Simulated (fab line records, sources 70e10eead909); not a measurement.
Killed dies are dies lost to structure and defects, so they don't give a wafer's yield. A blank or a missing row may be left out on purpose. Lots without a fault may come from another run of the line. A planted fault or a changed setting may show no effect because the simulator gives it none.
Problem report in the 8D (eight disciplines) form, filled by code | flow nand_harc | the parts of the form that need people (team, actions taken, sign-off) are left out

1. THE PROBLEM
thk_nm at NHARC_A_ONON_D1_THK_MEAS_27 reads a mean of 1395 nm on 3 wafers of 3 lots; wafers without a fault read 1002 nm with a standard deviation of 9.3. That is +42 standard deviations from the usual mean.
The step: measures by ellipsometry.
First seen on wafer L652.2, day 12 02:39, on film_metro-01. The record holds 36 wafers of 13 lots with a number at this step. Rule for "out", or "out of limits": more than 4 standard deviations from the usual mean. The other wafers with a number count as sound.

2. WHAT IT IS AND WHAT IT IS NOT
question                    | is                     | is not
which readings at this step | thk_nm                 | -
which lots                  | L652, L656, L657       | L640, L641, L644, L645, L646, L647, L653, L655, L660, L662
which wafers of those lots  | L652.2, L656.3, L657.3 | L652.1, L656.6, L657.1
read on which gauges        | film_metro-01          | film_metro-02
when                        | from day 12 02:39      | up to then (25 sound wafers); but 8 sound wafers of L656, L657, L660, L662 came after

3. SUSPECTS, AND WHAT RULES EACH OUT
Counting: a tool at a process step up to the reading stays a suspect if it ran every lot that is out. Sound lots after the first of them don't rule it out here, since some wafers of a struck lot are sound.
- the gauge at NHARC_A_ONON_D1_THK_MEAS_27: ruled out. All the wafers that are out were read on film_metro-01, but those of them that NHARC_END_SORT_01 has rows for are out there too, on other tools.
- rie_si-03 at NHARC_A_ZERO_WELL_ETCH_13 (etches the open film in HBr/Cl2, target depth 120 nm, time 40.1 s): kept. It ran every lot that is out, first L652 (day 10 14:41); its last sound lot up to then is L653 (day 9 22:19).
- pecvd_onon-04 at NHARC_A_ONON_D1_DEP_25 (target thk 1000 nm): kept. It ran every lot that is out, first L652 (day 12 02:07); its last sound lot up to then is L647 (day 10 05:54).
Left after counting: rie_si-03 at NHARC_A_ZERO_WELL_ETCH_13, pecvd_onon-04 at NHARC_A_ONON_D1_DEP_25.

4. THE CAUSE (what the simulator had put in)
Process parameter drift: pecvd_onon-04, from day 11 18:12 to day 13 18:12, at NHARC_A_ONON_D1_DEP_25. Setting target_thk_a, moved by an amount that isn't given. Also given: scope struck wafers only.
Counting left 2 suspects, and this tool is among them.

5. THE CHAIN OF EFFECTS, in route order
Each row: a reading whose mean over the struck wafers that have a number lies more than 3 standard deviations from the usual. Only readings for which the record gives a usual standard deviation are gone through. hours: the time from each lot's start at the first step in this table that gives one to its start at this step, as a median over the lots. sigmas: the change in usual standard deviations.
hours | step                        | reading         | usual   | on struck wafers | change | sigmas
0     | NHARC_A_ONON_D1_THK_MEAS_27 | thk_nm          | 1002 nm | 1395             | +393   | +42
283   | NHARC_END_SORT_01           | killed_at_array | 28      | 676              | +648   | +59
283   | NHARC_END_SORT_01           | killed_dies     | 32      | 677              | +645   | +54

6. WHAT WOULD HAVE CAUGHT IT SOONER
In this record the first reading out of limits at a measuring or inspecting step was taken at day 12 02:39, 8 hours after the fault began at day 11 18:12.
Of the tool readings at NHARC_A_ONON_D1_DEP_25 for which the record gives a usual standard deviation, none was out on any struck wafer, so an alarm limit of 4 standard deviations on them would not have fired.
Of the lots that are out (3), L656, L657 began NHARC_A_ONON_D1_DEP_25 on pecvd_onon-04 after day 12 02:39. A hold on the tool at that time would have spared those 2.
